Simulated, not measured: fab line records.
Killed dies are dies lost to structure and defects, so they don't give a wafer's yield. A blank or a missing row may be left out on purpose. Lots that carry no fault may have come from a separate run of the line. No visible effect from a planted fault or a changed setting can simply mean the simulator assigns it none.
fab line records / flow nandHarc
record: lots: 6 wafers: 18 lastDay: 31
route steps=1302 shown A_CHANNEL_HOLE_D1@487 A_CHANNEL_FILL_D1@490
lots that met no fault: taken from a fault-free run of the same line
startH: start of the lot's first displayed wafer, in hours after the record's first day / waitH: hours since the lot's step before / " identical to the entry in the row above / L1.1+2: a row that stands for several wafers / - no value, or no start was given / * or withheld: withheld / < > ~ a bound
route shown NAME@n: names a module that has steps shown in the file, with the first one's number in the route / usual: the fault-free wafers' mean and standard deviation / same: alike in all rows / chamber/n: place in a boat / sites: per-site readings / _std_site: the values' standard deviation / _edge_site: mean of outer sites minus mean of inner sites / radiusMm: for every site, how far away it sits from the centre of the wafer / mask NAME#n: copy n / behind: the last tool/chamber to shape the wafer / hold: why the lot went on hold/how many hours it stayed there/how the hold came to an end / device: which transistor (n, p or np) failed to switch / end of line: the tests these same wafers got at the end of their route / step lacking rows: just its recipe / killed: at the first sort, the dies lost to defects and structure; wafer yield is something else / map: a wafer's dies, marking killed ones x, the rest . and places with no die _
set.NAME: setting as actually run; set.NAME@STEP: the setting as run at that earlier step / model.NAME: the simulator's own value behind a step, which no gauge read
a table for each step, a row for each wafer; lots at some steps of the route
services: from which hour (startH, from the record's first day; less than 0 if before it) a tool's chamber was out of use, for how many hours, and why
== steps ==
step: NHARC_A_CHANNEL_HOLE_D1_CD_MEAS_30
usual: cdNm: 90.8/1.5
lot.wafer=L574.1 tool=cdSem-03 chamber=- startH=215.19 waitH=- cdNm=93.1
lot.wafer=L574.4 tool=cdSem-03 chamber=- startH=215.19 waitH=- cdNm=95.1
lot.wafer=L574.6 tool=cdSem-03 chamber=- startH=215.19 waitH=- cdNm=95.6
lot.wafer=L576.1 tool=cdSem-03 chamber=- startH=234.71 waitH=- cdNm=90.4
lot.wafer=L576.2 tool=cdSem-03 chamber=- startH=234.71 waitH=- cdNm=90.2
lot.wafer=L576.3 tool=cdSem-03 chamber=- startH=234.71 waitH=- cdNm=92.5
lot.wafer=L580.1 tool=cdSem-03 chamber=- startH=267.49 waitH=- cdNm=91.0
lot.wafer=L580.5 tool=cdSem-03 chamber=- startH=267.49 waitH=- cdNm=93.2
lot.wafer=L580.6 tool=cdSem-03 chamber=- startH=267.49 waitH=- cdNm=91.6
lot.wafer=L582.2 tool=cdSem-01 chamber=- startH=290.92 waitH=- cdNm=91.0
lot.wafer=L582.4 tool=cdSem-01 chamber=- startH=290.92 waitH=- cdNm=89.4
lot.wafer=L582.5 tool=cdSem-01 chamber=- startH=290.92 waitH=- cdNm=89.3
lot.wafer=L587.1 tool=cdSem-02 chamber=- startH=334.45 waitH=- cdNm=92.6
lot.wafer=L587.3 tool=cdSem-02 chamber=- startH=334.45 waitH=- cdNm=91.5
lot.wafer=L587.6 tool=cdSem-02 chamber=- startH=334.45 waitH=- cdNm=91.9
lot.wafer=L589.2 tool=cdSem-02 chamber=- startH=360.28 waitH=- cdNm=87.8
lot.wafer=L589.4 tool=cdSem-02 chamber=- startH=360.28 waitH=- cdNm=90.6
lot.wafer=L589.6 tool=cdSem-02 chamber=- startH=360.28 waitH=- cdNm=91.0
step: NHARC_A_CHANNEL_HOLE_D1_XSEM_31
recipe: landingEnergyEv: 35000
step: NHARC_A_CHANNEL_HOLE_D1_INSPECT_40
usual: rawDefectCount: 77/26
lot.wafer=L574.1 tool=defectInspect-01 chamber=- startH=215.38 waitH=- rawDefectCount=85
lot.wafer=L574.4 tool=defectInspect-01 chamber=- startH=215.38 waitH=- rawDefectCount=94
lot.wafer=L574.6 tool=defectInspect-01 chamber=- startH=215.38 waitH=- rawDefectCount=111
lot.wafer=L576.1 tool=defectInspect-02 chamber=- startH=234.90 waitH=- rawDefectCount=91
lot.wafer=L576.2 tool=defectInspect-02 chamber=- startH=234.90 waitH=- rawDefectCount=100
lot.wafer=L576.3 tool=defectInspect-02 chamber=- startH=234.90 waitH=- rawDefectCount=106
lot.wafer=L580.1 tool=defectInspect-01 chamber=- startH=267.68 waitH=- rawDefectCount=68
lot.wafer=L580.5 tool=defectInspect-01 chamber=- startH=267.68 waitH=- rawDefectCount=92
lot.wafer=L580.6 tool=defectInspect-01 chamber=- startH=267.68 waitH=- rawDefectCount=74
lot.wafer=L582.2 tool=defectInspect-02 chamber=- startH=291.11 waitH=- rawDefectCount=121
lot.wafer=L582.4 tool=defectInspect-02 chamber=- startH=291.11 waitH=- rawDefectCount=96
lot.wafer=L582.5 tool=defectInspect-02 chamber=- startH=291.11 waitH=- rawDefectCount=118
lot.wafer=L587.1 tool=defectInspect-01 chamber=- startH=334.64 waitH=- rawDefectCount=87
lot.wafer=L587.3 tool=defectInspect-01 chamber=- startH=334.64 waitH=- rawDefectCount=89
lot.wafer=L587.6 tool=defectInspect-01 chamber=- startH=334.64 waitH=- rawDefectCount=85
lot.wafer=L589.2 tool=defectInspect-01 chamber=- startH=360.47 waitH=- rawDefectCount=48
lot.wafer=L589.4 tool=defectInspect-01 chamber=- startH=360.47 waitH=- rawDefectCount=60
lot.wafer=L589.6 tool=defectInspect-01 chamber=- startH=360.47 waitH=- rawDefectCount=28
step: NHARC_A_CHANNEL_FILL_D1_PRECLEAN_00
recipe: timeS: * tempC: 50 bathAgeMin: 0 chemistry: SC1
step: NHARC_A_CHANNEL_FILL_D1_SRD_01
step: NHARC_A_CHANNEL_FILL_D1_ALD_02
recipe: targetThkA: 60 pulseTimeS: 10 aldCycles: 60 tempC: 300 material: SiO2
usual: heaterPowerW: 467/53 precursorPulseHeightRel: 0.998/0.018
same: pulseTimeS: 10
lot.wafer=L574.4 tool=aldHk-01 chamber=3 startH=215.65 waitH=- heaterPowerW=483 precursorPulseHeightRel=0.975
lot.wafer=L574.1 tool=aldHk-01 chamber=1 startH=215.65 waitH=- heaterPowerW=538 precursorPulseHeightRel=1.019
lot.wafer=L574.6 tool=aldHk-01 chamber=2 startH=215.65 waitH=- heaterPowerW=369 precursorPulseHeightRel=0.986
lot.wafer=L576.1 tool=aldHk-03 chamber=1 startH=235.24 waitH=- heaterPowerW=435 precursorPulseHeightRel=1.001
lot.wafer=L576.3 tool=aldHk-03 chamber=2 startH=235.24 waitH=- heaterPowerW=530 precursorPulseHeightRel=0.967
lot.wafer=L576.2 tool=aldHk-03 chamber=3 startH=235.24 waitH=- heaterPowerW=460 precursorPulseHeightRel=1.028
lot.wafer=L580.1 tool=aldHk-01 chamber=2 startH=267.99 waitH=- heaterPowerW=379 precursorPulseHeightRel=1.019
lot.wafer=L580.5 tool=aldHk-01 chamber=1 startH=267.99 waitH=- heaterPowerW=548 precursorPulseHeightRel=1.013
lot.wafer=L580.6 tool=aldHk-01 chamber=2 startH=267.99 waitH=- heaterPowerW=375 precursorPulseHeightRel=0.979
lot.wafer=L582.4 tool=aldHk-02 chamber=0 startH=291.31 waitH=- heaterPowerW=435 precursorPulseHeightRel=1.003
lot.wafer=L582.2 tool=aldHk-02 chamber=2 startH=291.31 waitH=- heaterPowerW=519 precursorPulseHeightRel=0.964
lot.wafer=L582.5 tool=aldHk-02 chamber=0 startH=291.31 waitH=- heaterPowerW=429 precursorPulseHeightRel=1.010
lot.wafer=L587.3 tool=aldHk-01 chamber=2 startH=334.98 waitH=- heaterPowerW=382 precursorPulseHeightRel=0.985
lot.wafer=L587.1 tool=aldHk-01 chamber=3 startH=334.98 waitH=- heaterPowerW=520 precursorPulseHeightRel=1.035
lot.wafer=L587.6 tool=aldHk-01 chamber=1 startH=334.98 waitH=- heaterPowerW=533 precursorPulseHeightRel=1.015
lot.wafer=L589.4 tool=aldHk-03 chamber=1 startH=360.66 waitH=- heaterPowerW=416 precursorPulseHeightRel=1.001
lot.wafer=L589.2 tool=aldHk-03 chamber=3 startH=360.66 waitH=- heaterPowerW=456 precursorPulseHeightRel=1.033
lot.wafer=L589.6 tool=aldHk-03 chamber=2 startH=360.66 waitH=- heaterPowerW=559 precursorPulseHeightRel=0.990
step: NHARC_A_CHANNEL_FILL_D1_ALD_03
recipe: targetThkA: 60 pulseTimeS: 60 aldCycles: 58 tempC: 630 pressureTorr: 2 material: SiNx
usual: precursorPulseHeightRel: 0.999/0.02
same: pulseTimeS: 60
lot.wafer=L574.1 tool=aldSinBatch-01 chamber=0 startH=- waitH=- precursorPulseHeightRel=1.000
lot.wafer=L574.4 tool=aldSinBatch-01 chamber=0 startH=- waitH=- precursorPulseHeightRel=0.994
lot.wafer=L574.6 tool=aldSinBatch-01 chamber=0 startH=- waitH=- precursorPulseHeightRel=1.048
lot.wafer=L576.1 tool=aldSinBatch-01 chamber=0 startH=- waitH=- precursorPulseHeightRel=1.014
lot.wafer=L576.2 tool=aldSinBatch-01 chamber=0 startH=- waitH=- precursorPulseHeightRel=1.006
lot.wafer=L576.3 tool=aldSinBatch-01 chamber=0 startH=- waitH=- precursorPulseHeightRel=1.019
lot.wafer=L580.1 tool=aldSinBatch-03 chamber=0 startH=- waitH=- precursorPulseHeightRel=0.946
lot.wafer=L580.5 tool=aldSinBatch-03 chamber=0 startH=- waitH=- precursorPulseHeightRel=1.011
lot.wafer=L580.6 tool=aldSinBatch-03 chamber=0 startH=- waitH=- precursorPulseHeightRel=0.987
lot.wafer=L582.2 tool=aldSinBatch-02 chamber=0 startH=- waitH=- precursorPulseHeightRel=0.996
lot.wafer=L582.4 tool=aldSinBatch-02 chamber=0 startH=- waitH=- precursorPulseHeightRel=0.997
lot.wafer=L582.5 tool=aldSinBatch-02 chamber=0 startH=- waitH=- precursorPulseHeightRel=0.982
lot.wafer=L587.1 tool=aldSinBatch-02 chamber=0 startH=- waitH=- precursorPulseHeightRel=0.972
lot.wafer=L587.3 tool=aldSinBatch-02 chamber=0 startH=- waitH=- precursorPulseHeightRel=1.005
lot.wafer=L587.6 tool=aldSinBatch-02 chamber=0 startH=- waitH=- precursorPulseHeightRel=1.004
lot.wafer=L589.2 tool=aldSinBatch-02 chamber=0 startH=- waitH=- precursorPulseHeightRel=1.030
lot.wafer=L589.4 tool=aldSinBatch-02 chamber=0 startH=- waitH=- precursorPulseHeightRel=1.020
lot.wafer=L589.6 tool=aldSinBatch-02 chamber=0 startH=- waitH=- precursorPulseHeightRel=0.995
step: NHARC_A_CHANNEL_FILL_D1_ALD_14
recipe: targetThkA: 25 pulseTimeS: 10 aldCycles: 25 tempC: 300 material: SiO2
step: NHARC_A_CHANNEL_FILL_D1_ALD_15
recipe: targetThkA: 20 pulseTimeS: 60 aldCycles: 19 tempC: 630 pressureTorr: 2 material: SiNx
usual: precursorPulseHeightRel: 1.001/0.02
same: pulseTimeS: 60
lot.wafer=L574.1 tool=aldSinBatch-01 chamber=0 startH=- waitH=- precursorPulseHeightRel=1.010
lot.wafer=L574.4 tool=aldSinBatch-01 chamber=0 startH=- waitH=- precursorPulseHeightRel=1.011
lot.wafer=L574.6 tool=aldSinBatch-01 chamber=0 startH=- waitH=- precursorPulseHeightRel=1.017
lot.wafer=L576.1 tool=aldSinBatch-01 chamber=0 startH=- waitH=- precursorPulseHeightRel=1.021
lot.wafer=L576.2 tool=aldSinBatch-01 chamber=0 startH=- waitH=- precursorPulseHeightRel=1.009
lot.wafer=L576.3 tool=aldSinBatch-01 chamber=0 startH=- waitH=- precursorPulseHeightRel=1.000
lot.wafer=L580.1 tool=aldSinBatch-03 chamber=0 startH=- waitH=- precursorPulseHeightRel=1.049
lot.wafer=L580.5 tool=aldSinBatch-03 chamber=0 startH=- waitH=- precursorPulseHeightRel=0.982
lot.wafer=L580.6 tool=aldSinBatch-03 chamber=0 startH=- waitH=- precursorPulseHeightRel=0.987
lot.wafer=L582.2 tool=aldSinBatch-02 chamber=0 startH=- waitH=- precursorPulseHeightRel=0.986
lot.wafer=L582.4 tool=aldSinBatch-02 chamber=0 startH=- waitH=- precursorPulseHeightRel=1.043
lot.wafer=L582.5 tool=aldSinBatch-02 chamber=0 startH=- waitH=- precursorPulseHeightRel=0.995
lot.wafer=L587.1 tool=aldSinBatch-02 chamber=0 startH=- waitH=- precursorPulseHeightRel=1.001
lot.wafer=L587.3 tool=aldSinBatch-02 chamber=0 startH=- waitH=- precursorPulseHeightRel=0.988
lot.wafer=L587.6 tool=aldSinBatch-02 chamber=0 startH=- waitH=- precursorPulseHeightRel=0.990
lot.wafer=L589.2 tool=aldSinBatch-03 chamber=0 startH=- waitH=- precursorPulseHeightRel=0.983
lot.wafer=L589.4 tool=aldSinBatch-03 chamber=0 startH=- waitH=- precursorPulseHeightRel=0.991
lot.wafer=L589.6 tool=aldSinBatch-03 chamber=0 startH=- waitH=- precursorPulseHeightRel=0.978
step: NHARC_A_CHANNEL_FILL_D1_ALD_16
recipe: targetThkA: 15 pulseTimeS: 10 aldCycles: 15 tempC: 300 material: SiO2
usual: heaterPowerW: 468/48 precursorPulseHeightRel: 0.997/0.02
same: pulseTimeS: 10
lot.wafer=L574.4 tool=aldHk-01 chamber=3 startH=227.79 waitH=0.0 heaterPowerW=480 precursorPulseHeightRel=1.035
lot.wafer=L574.1 tool=aldHk-01 chamber=1 startH=227.79 waitH=0.0 heaterPowerW=529 precursorPulseHeightRel=0.964
lot.wafer=L574.6 tool=aldHk-01 chamber=0 startH=227.79 waitH=0.0 heaterPowerW=458 precursorPulseHeightRel=0.992
lot.wafer=L576.3 tool=aldHk-01 chamber=1 startH=247.66 waitH=0.0 heaterPowerW=548 precursorPulseHeightRel=1.011
lot.wafer=L576.2 tool=aldHk-01 chamber=2 startH=247.66 waitH=0.0 heaterPowerW=384 precursorPulseHeightRel=1.022
lot.wafer=L576.1 tool=aldHk-01 chamber=3 startH=247.66 waitH=0.0 heaterPowerW=487 precursorPulseHeightRel=0.999
lot.wafer=L580.1 tool=aldHk-03 chamber=2 startH=280.14 waitH=0.0 heaterPowerW=531 precursorPulseHeightRel=1.010
lot.wafer=L580.5 tool=aldHk-03 chamber=2 startH=280.14 waitH=0.0 heaterPowerW=526 precursorPulseHeightRel=1.017
lot.wafer=L580.6 tool=aldHk-03 chamber=3 startH=280.14 waitH=0.0 heaterPowerW=451 precursorPulseHeightRel=0.985
lot.wafer=L582.4 tool=aldHk-03 chamber=1 startH=303.58 waitH=0.1 heaterPowerW=420 precursorPulseHeightRel=1.005
lot.wafer=L582.2 tool=aldHk-03 chamber=3 startH=303.58 waitH=0.1 heaterPowerW=451 precursorPulseHeightRel=0.991
lot.wafer=L582.5 tool=aldHk-03 chamber=0 startH=303.58 waitH=0.1 heaterPowerW=451 precursorPulseHeightRel=1.026
lot.wafer=L587.1 tool=aldHk-01 chamber=1 startH=347.05 waitH=0.1 heaterPowerW=550 precursorPulseHeightRel=0.982
lot.wafer=L587.3 tool=aldHk-01 chamber=2 startH=347.05 waitH=0.1 heaterPowerW=389 precursorPulseHeightRel=0.999
lot.wafer=L587.6 tool=aldHk-01 chamber=1 startH=347.05 waitH=0.1 heaterPowerW=554 precursorPulseHeightRel=0.973
lot.wafer=L589.2 tool=aldHk-02 chamber=2 startH=373.04 waitH=0.2 heaterPowerW=509 precursorPulseHeightRel=0.995
lot.wafer=L589.4 tool=aldHk-02 chamber=3 startH=373.04 waitH=0.2 heaterPowerW=457 precursorPulseHeightRel=1.007
lot.wafer=L589.6 tool=aldHk-02 chamber=2 startH=373.04 waitH=0.2 heaterPowerW=524 precursorPulseHeightRel=1.035
step: NHARC_A_CHANNEL_FILL_D1_ANNEAL_17
recipe: tempC: 850 timeS: 1800
step: NHARC_A_CHANNEL_FILL_D1_CVD_18
recipe: targetThkA: 30 tempC: 550 material: poly-Si
step: NHARC_A_CHANNEL_FILL_D1_ETCHBACK_19
recipe: targetDepthA: 50 timeS: 1.7 hbrFlowSccm: 150 cl2FlowSccm: 50 rfW: 400 icpW: 400 biasW: 100 chemistry: HBr/Cl2
usual: drypumpMotorCurrentA: 5.7/0.43 oesProductAu: 1.003/0.0096 throttleValvePct: 26.406/0.0085
lot.wafer=L574.1 tool=rieSi-02 chamber=3 startH=242.39 waitH=0.4 drypumpMotorCurrentA=5.1 oesProductAu=0.996 rfHoursCounterH=0.71 throttleValvePct=26.427
lot.wafer=L574.4 tool=rieSi-02 chamber=3 startH=242.39 waitH=0.4 drypumpMotorCurrentA=5.1 oesProductAu=1.000 rfHoursCounterH=- throttleValvePct=26.402
lot.wafer=L574.6 tool=rieSi-02 chamber=0 startH=242.39 waitH=0.4 drypumpMotorCurrentA=5.5 oesProductAu=1.020 rfHoursCounterH=- throttleValvePct=26.401
lot.wafer=L576.1 tool=rieSi-06 chamber=2 startH=260.40 waitH=0.4 drypumpMotorCurrentA=5.6 oesProductAu=1.000 rfHoursCounterH=0 throttleValvePct=26.404
lot.wafer=L576.3 tool=rieSi-06 chamber=3 startH=260.40 waitH=0.4 drypumpMotorCurrentA=5.9 oesProductAu=1.014 rfHoursCounterH=0 throttleValvePct=26.410
lot.wafer=L576.2 tool=rieSi-06 chamber=0 startH=260.40 waitH=0.4 drypumpMotorCurrentA=6.2 oesProductAu=1.013 rfHoursCounterH=0 throttleValvePct=26.411
lot.wafer=L580.1 tool=rieSi-06 chamber=1 startH=292.03 waitH=0.4 drypumpMotorCurrentA=6.2 oesProductAu=0.984 rfHoursCounterH=0.19 throttleValvePct=26.399
lot.wafer=L580.6 tool=rieSi-06 chamber=1 startH=292.03 waitH=0.4 drypumpMotorCurrentA=6.2 oesProductAu=0.732 rfHoursCounterH=- throttleValvePct=26.408
lot.wafer=L580.5 tool=rieSi-06 chamber=2 startH=292.03 waitH=0.4 drypumpMotorCurrentA=5.6 oesProductAu=0.997 rfHoursCounterH=- throttleValvePct=26.407
lot.wafer=L582.4 tool=rieSi-06 chamber=0 startH=316.32 waitH=0.4 drypumpMotorCurrentA=6.2 oesProductAu=0.737 rfHoursCounterH=0.31 throttleValvePct=26.408
lot.wafer=L582.2 tool=rieSi-06 chamber=3 startH=316.32 waitH=0.4 drypumpMotorCurrentA=5.9 oesProductAu=0.742 rfHoursCounterH=0.29 throttleValvePct=26.409
lot.wafer=L582.5 tool=rieSi-06 chamber=1 startH=316.32 waitH=0.4 drypumpMotorCurrentA=6.2 oesProductAu=0.988 rfHoursCounterH=- throttleValvePct=26.402
lot.wafer=L587.1 tool=rieSi-02 chamber=2 startH=358.97 waitH=0.4 drypumpMotorCurrentA=5.2 oesProductAu=0.992 rfHoursCounterH=0.39 throttleValvePct=26.405
lot.wafer=L587.3 tool=rieSi-02 chamber=1 startH=358.97 waitH=0.4 drypumpMotorCurrentA=6.1 oesProductAu=0.985 rfHoursCounterH=0.37 throttleValvePct=26.405
lot.wafer=L587.6 tool=rieSi-02 chamber=3 startH=358.97 waitH=0.4 drypumpMotorCurrentA=5.1 oesProductAu=1.016 rfHoursCounterH=- throttleValvePct=26.387
lot.wafer=L589.4 tool=rieSi-02 chamber=2 startH=384.55 waitH=0.4 drypumpMotorCurrentA=5.2 oesProductAu=0.996 rfHoursCounterH=0.51 throttleValvePct=26.402
lot.wafer=L589.2 tool=rieSi-02 chamber=0 startH=384.55 waitH=0.4 drypumpMotorCurrentA=5.5 oesProductAu=0.997 rfHoursCounterH=0.44 throttleValvePct=26.425
lot.wafer=L589.6 tool=rieSi-02 chamber=2 startH=384.55 waitH=0.4 drypumpMotorCurrentA=5.2 oesProductAu=0.994 rfHoursCounterH=- throttleValvePct=26.402
step: NHARC_A_CHANNEL_FILL_D1_ETCHBACK_20
recipe: targetDepthA: 270 timeS: 13.5 c4f8FlowSccm: withheld o2FlowSccm: 8 arFlowSccm: withheld rfW: 600 biasW: 1500 chemistry: C4F8/O2/Ar
usual: oesProductAu: 0.97/0.035 rfVppV: 978/4.8
lot.wafer=L574.4 tool=rieDiel-06 chamber=0 startH=242.52 waitH=- oesProductAu=0.92 rfHoursCounterH=5.3 rfVppV=983
lot.wafer=L574.1 tool=rieDiel-06 chamber=3 startH=242.52 waitH=- oesProductAu=0.93 rfHoursCounterH=5.7 rfVppV=978
lot.wafer=L574.6 tool=rieDiel-06 chamber=1 startH=242.52 waitH=- oesProductAu=0.92 rfHoursCounterH=- rfVppV=984
lot.wafer=L576.1 tool=rieDiel-01 chamber=3 startH=260.53 waitH=- oesProductAu=1.00 rfHoursCounterH=2.4 rfVppV=973
lot.wafer=L576.3 tool=rieDiel-01 chamber=1 startH=260.53 waitH=- oesProductAu=1.00 rfHoursCounterH=2.6 rfVppV=982
lot.wafer=L576.2 tool=rieDiel-01 chamber=2 startH=260.53 waitH=- oesProductAu=1.00 rfHoursCounterH=2.8 rfVppV=975
lot.wafer=L580.1 tool=rieDiel-06 chamber=0 startH=292.18 waitH=- oesProductAu=0.93 rfHoursCounterH=7.9 rfVppV=982
lot.wafer=L580.6 tool=rieDiel-06 chamber=3 startH=292.18 waitH=- oesProductAu=0.93 rfHoursCounterH=- rfVppV=977
lot.wafer=L580.5 tool=rieDiel-06 chamber=0 startH=292.18 waitH=- oesProductAu=0.93 rfHoursCounterH=- rfVppV=983
lot.wafer=L582.4 tool=rieDiel-06 chamber=3 startH=316.46 waitH=- oesProductAu=1.01 rfHoursCounterH=0 rfVppV=976
lot.wafer=L582.2 tool=rieDiel-06 chamber=0 startH=316.46 waitH=- oesProductAu=1.00 rfHoursCounterH=0 rfVppV=983
lot.wafer=L582.5 tool=rieDiel-06 chamber=2 startH=316.46 waitH=- oesProductAu=1.01 rfHoursCounterH=- rfVppV=971
lot.wafer=L587.1 tool=rieDiel-01 chamber=0 startH=359.09 waitH=- oesProductAu=0.93 rfHoursCounterH=6.6 rfVppV=974
lot.wafer=L587.3 tool=rieDiel-01 chamber=1 startH=359.09 waitH=- oesProductAu=0.92 rfHoursCounterH=7.8 rfVppV=983
lot.wafer=L587.6 tool=rieDiel-01 chamber=1 startH=359.09 waitH=- oesProductAu=0.92 rfHoursCounterH=- rfVppV=982
lot.wafer=L589.4 tool=rieDiel-04 chamber=3 startH=384.66 waitH=- oesProductAu=0.99 rfHoursCounterH=0.9 rfVppV=971
lot.wafer=L589.2 tool=rieDiel-04 chamber=2 startH=384.66 waitH=- oesProductAu=0.99 rfHoursCounterH=0.8 rfVppV=978
lot.wafer=L589.6 tool=rieDiel-04 chamber=0 startH=384.66 waitH=- oesProductAu=1.01 rfHoursCounterH=- rfVppV=982
== services ==
tool=rieSi-06 chamber=0 startH=196.19 hours=4.6 kind=repair
tool=rieDiel-01 chamber=- startH=203.88 hours=9.0 kind=pm
tool=rieSi-06 chamber=3 startH=206.67 hours=7.6 kind=repair
tool=aldHk-03 chamber=- startH=212.06 hours=10.0 kind=pm
tool=rieDiel-01 chamber=0 startH=216.30 hours=5.2 kind=repair
tool=rieSi-02 chamber=1 startH=239.86 hours=16.8 kind=repair
tool=rieSi-06 chamber=- startH=249.00 hours=9.0 kind=pm
tool=aldHk-03 chamber=- startH=251.08 hours=1.5 kind=repair
tool=rieDiel-04 chamber=1 startH=259.50 hours=9.0 kind=repair
tool=aldSinBatch-02 chamber=- startH=266.00 hours=26.0 kind=pm
tool=rieSi-06 chamber=3 startH=268.19 hours=13.6 kind=repair
tool=rieSi-02 chamber=- startH=277.00 hours=9.0 kind=pm
tool=rieDiel-06 chamber=1 startH=284.62 hours=12.8 kind=repair
tool=rieDiel-04 chamber=1 startH=289.33 hours=2.8 kind=repair
tool=rieDiel-01 chamber=0 startH=296.60 hours=7.8 kind=repair
tool=aldHk-01 chamber=- startH=297.13 hours=10.0 kind=pm
tool=rieDiel-06 chamber=- startH=307.27 hours=9.0 kind=pm
tool=rieDiel-06 chamber=3 startH=325.19 hours=4.8 kind=repair
tool=rieDiel-04 chamber=0 startH=333.72 hours=3.4 kind=repair
tool=rieDiel-04 chamber=1 startH=335.60 hours=1.7 kind=repair
tool=aldHk-02 chamber=- startH=351.03 hours=10.0 kind=pm
tool=rieDiel-04 chamber=3 startH=352.66 hours=11.1 kind=repair
tool=rieDiel-04 chamber=- startH=354.91 hours=9.0 kind=pm
tool=rieDiel-01 chamber=- startH=380.88 hours=9.0 kind=pm
== key ==
firstSign: step: NHARC_A_CHANNEL_FILL_D1_ETCHBACK_19 reading: oesProductAu direction: down sigmas: 28 usual: 1.003 struck: 0.737
effect none on later readings
metAt NHARC_A_CHANNEL_FILL_D1_ETCHBACK_19
struckWafers L580.6,L582.2,L582.4
laterRowsLeftOut L580.6,L582.2,L582.4
sortLeftOut L580.6,L582.2,L582.4
testerLeftOut L580,L582
onsetBetween 260.40 292.03
fault: kind: processParameterDrift tool: rieSi-06 chamber: - onsetH: 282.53 steps: NHARC_A_CHANNEL_FILL_D1_ETCHBACK_19 channel: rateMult offset: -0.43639 shape: step endH: 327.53 scope: struckWafersOnly
testerLeftOut: of these lots the tester's yield and bins aren't shown, on N5 and GAA mostly nor the transistor test; their killed dies are dies lost to structure and defects alone, not to doping, threshold or leakage, so they don't give the yield
sortLeftOut: the simulated sort isn't trusted on such a fault, so these wafers' sort isn't shown, and their yield isn't known
laterRowsLeftOut: the simulator's readings of these wafers behind a module that went badly wrong aren't trusted and aren't shown, but for the sort
